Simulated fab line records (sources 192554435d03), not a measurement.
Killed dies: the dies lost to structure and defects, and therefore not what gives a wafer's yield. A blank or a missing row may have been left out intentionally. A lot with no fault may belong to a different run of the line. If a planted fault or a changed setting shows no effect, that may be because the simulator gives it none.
Lot-split experiment / flow n5 finfet / 7 lots, 21 wafers read, on a route of 1938 steps

== THE SPLIT ITSELF ==
At N5_GATE_CUT_DESCUM_18 (chemistry O2, time 7 s), the setting time s was moved away from the recipe's 7 s on 9 of the 21 wafers read, by -15.8% to +20.2%. All remaining wafers had this setting at the recipe value.

== SPLIT TO READING: what lies between them in the file, 1 step ==
- N5_GATE_CUT_ETCH_28: etches underlayer in N2/H2, target depth 13 nm, time 10.4 s

== THE READING ==
CAR-EUV_of_GATE_CUT_COAT_07.thk nm (the simulator's own value, which no gauge read), in nm, at N5_GATE_CUT_ETCH_36 (etches SiARC in CF4, target depth 13 nm, time 21.7 s). No usual value for it is given in the file. Across the 12 wafers here that went through the recipe, the average is 7.0 nm and the standard deviation 0.099 nm.

wafer=L077.1; tool, chamber at the split=rie diel-05, 1; time s as run, s=8.416; against the recipe=+20.2%; CAR-EUV_of_GATE_CUT_COAT_07.thk nm, nm=6.2; against lot-mates on the recipe=no lot-mate on the recipe
wafer=L077.6; tool, chamber at the split=rie diel-05, 2,1; time s as run, s=8.416; against the recipe=+20.2%; CAR-EUV_of_GATE_CUT_COAT_07.thk nm, nm=6.2; against lot-mates on the recipe=no lot-mate on the recipe
wafer=L077.2; tool, chamber at the split=rie diel-05, 2,1; time s as run, s=8.416; against the recipe=+20.2%; CAR-EUV_of_GATE_CUT_COAT_07.thk nm, nm=6; against lot-mates on the recipe=no lot-mate on the recipe
wafer=L080.1; tool, chamber at the split=rie diel-05, 1; time s as run, s=7; against the recipe=recipe; CAR-EUV_of_GATE_CUT_COAT_07.thk nm, nm=7.2; against lot-mates on the recipe=-
wafer=L080.3; tool, chamber at the split=rie diel-05, 0; time s as run, s=8.305; against the recipe=+18.6%; CAR-EUV_of_GATE_CUT_COAT_07.thk nm, nm=6.6; against lot-mates on the recipe=-0.6
wafer=L080.4; tool, chamber at the split=rie diel-05, 3; time s as run, s=8.305; against the recipe=+18.6%; CAR-EUV_of_GATE_CUT_COAT_07.thk nm, nm=6.6; against lot-mates on the recipe=-0.6
wafer=L081.1; tool, chamber at the split=rie diel-02, 2; time s as run, s=5.895; against the recipe=-15.8%; CAR-EUV_of_GATE_CUT_COAT_07.thk nm, nm=7.6; against lot-mates on the recipe=+0.6
wafer=L081.4; tool, chamber at the split=rie diel-02, 1,2; time s as run, s=7; against the recipe=recipe; CAR-EUV_of_GATE_CUT_COAT_07.thk nm, nm=7; against lot-mates on the recipe=-
wafer=L081.6; tool, chamber at the split=rie diel-02, 1,2; time s as run, s=7; against the recipe=recipe; CAR-EUV_of_GATE_CUT_COAT_07.thk nm, nm=7; against lot-mates on the recipe=-
wafer=L086.1; tool, chamber at the split=rie diel-02, 0,1; time s as run, s=5.953; against the recipe=-15.0%; CAR-EUV_of_GATE_CUT_COAT_07.thk nm, nm=7.4; against lot-mates on the recipe=+0.4
wafer=L086.3; tool, chamber at the split=rie diel-02, 0,1; time s as run, s=5.953; against the recipe=-15.0%; CAR-EUV_of_GATE_CUT_COAT_07.thk nm, nm=7.4; against lot-mates on the recipe=+0.4
wafer=L086.5; tool, chamber at the split=rie diel-02, 3; time s as run, s=7; against the recipe=recipe; CAR-EUV_of_GATE_CUT_COAT_07.thk nm, nm=7; against lot-mates on the recipe=-
wafer=L090.2; tool, chamber at the split=rie diel-02, 1,2,2; time s as run, s=7; against the recipe=recipe; CAR-EUV_of_GATE_CUT_COAT_07.thk nm, nm=6.8; against lot-mates on the recipe=-
wafer=L090.3; tool, chamber at the split=rie diel-02, 1,2,2; time s as run, s=7; against the recipe=recipe; CAR-EUV_of_GATE_CUT_COAT_07.thk nm, nm=7; against lot-mates on the recipe=-
wafer=L090.5; tool, chamber at the split=rie diel-02, 1,2,2; time s as run, s=7; against the recipe=recipe; CAR-EUV_of_GATE_CUT_COAT_07.thk nm, nm=7; against lot-mates on the recipe=-
wafer=L092.2; tool, chamber at the split=rie diel-04, 1; time s as run, s=7.674; against the recipe=+9.6%; CAR-EUV_of_GATE_CUT_COAT_07.thk nm, nm=6.6; against lot-mates on the recipe=-0.4
wafer=L092.4; tool, chamber at the split=rie diel-04, 2,3; time s as run, s=7; against the recipe=recipe; CAR-EUV_of_GATE_CUT_COAT_07.thk nm, nm=7; against lot-mates on the recipe=-
wafer=L092.6; tool, chamber at the split=rie diel-04, 2,3; time s as run, s=7; against the recipe=recipe; CAR-EUV_of_GATE_CUT_COAT_07.thk nm, nm=7; against lot-mates on the recipe=-
wafer=L096.1; tool, chamber at the split=rie diel-04, 1,0,1; time s as run, s=7; against the recipe=recipe; CAR-EUV_of_GATE_CUT_COAT_07.thk nm, nm=7; against lot-mates on the recipe=-
wafer=L096.6; tool, chamber at the split=rie diel-04, 1,0,1; time s as run, s=7; against the recipe=recipe; CAR-EUV_of_GATE_CUT_COAT_07.thk nm, nm=7; against lot-mates on the recipe=-
wafer=L096.2; tool, chamber at the split=rie diel-04, 1,0,1; time s as run, s=7; against the recipe=recipe; CAR-EUV_of_GATE_CUT_COAT_07.thk nm, nm=7.2; against lot-mates on the recipe=-
Rows listing several chambers each stand for several wafers; the file does not say which wafer went through which chamber.

THE FIT
A straight line over all 21 wafers: CAR-EUV_of_GATE_CUT_COAT_07.thk nm changes by -0.0341 nm for each +1% of time s; r = -0.94; the points scatter about the line by 0.14 nm.
The same after taking each lot's own level away (the mean of its wafers on the recipe; 18 wafers): -0.0321 nm for each +1%; r = -0.97; scatter 0.071 nm.
According to that fit, moving time s by its largest amount changes the reading by 0.65 nm.
The span of the lots' own levels, 6.93 to 7.20 nm, comes to 2.7 times the standard deviation stated above.
Hence the lot-to-lot level has little effect on the slope; both slopes agree.
Check: -0.61 nm against its lot-mates is what the line predicts for one of the wafers moved furthest among these (+18.6%) when that wafer is left out of the fit. Against them it came out at -0.6 nm.

== ADDITIONAL SPLITS CARRIED BY THESE WAFERS ==
These wafers also went through other splits before the reading. Each is held against what the fit with the lots' levels taken away leaves over:
other split on the same wafers=N5_SD_EPI_P_EPI_21 epi growth time s; wafers away from the commonest value=7; r with CAR-EUV_of_GATE_CUT_COAT_07.thk nm (lot level and that fit taken away)=+0.02
other split on the same wafers=N5_SD_ACTIVATION_LSA_01 temp c; wafers away from the commonest value=11; r with CAR-EUV_of_GATE_CUT_COAT_07.thk nm (lot level and that fit taken away)=-0.23
other split on the same wafers=N5_SDB_COAT_03 spin rpm; wafers away from the commonest value=7; r with CAR-EUV_of_GATE_CUT_COAT_07.thk nm (lot level and that fit taken away)=+0.06
other split on the same wafers=N5_SDB_COAT_04 time s; wafers away from the commonest value=8; r with CAR-EUV_of_GATE_CUT_COAT_07.thk nm (lot level and that fit taken away)=+0.05
other split on the same wafers=N5_HKMG_FIN_DESCUM_53 time s; wafers away from the commonest value=5; r with CAR-EUV_of_GATE_CUT_COAT_07.thk nm (lot level and that fit taken away)=-0.05
other split on the same wafers=N5_HKMG_FIN_ETCH_54 source w; wafers away from the commonest value=4; r with CAR-EUV_of_GATE_CUT_COAT_07.thk nm (lot level and that fit taken away)=+0.32

== THE WHOLE CHAIN: every reading that the file lists as answering this split, in the file's order ==
step=N5_GATE_CUT_DESCUM_18; what it does=chemistry O2, time 7 s; reading=CAR-EUV_of_GATE_CUT_COAT_07.thk nm (the simulator's own value, which no gauge read); change (the file's fit)=-0.0346 nm for each +1% of the setting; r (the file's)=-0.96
step=N5_GATE_CUT_ETCH_28; what it does=etches underlayer in N2/H2, target depth 13 nm, time 10.4 s; reading=CAR-EUV_of_GATE_CUT_COAT_07.thk nm (the simulator's own value, which no gauge read); change (the file's fit)=-0.034 nm for each +1% of the setting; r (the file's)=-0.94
step=N5_GATE_CUT_ETCH_36; what it does=etches SiARC in CF4, target depth 13 nm, time 21.7 s; reading=CAR-EUV_of_GATE_CUT_COAT_07.thk nm (the simulator's own value, which no gauge read); change (the file's fit)=-0.0334 nm for each +1% of the setting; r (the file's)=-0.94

== FILE'S OWN FIT ==
CAR-EUV_of_GATE_CUT_COAT_07.thk nm changes by -0.0334 nm for each +1% of time s, r = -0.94.
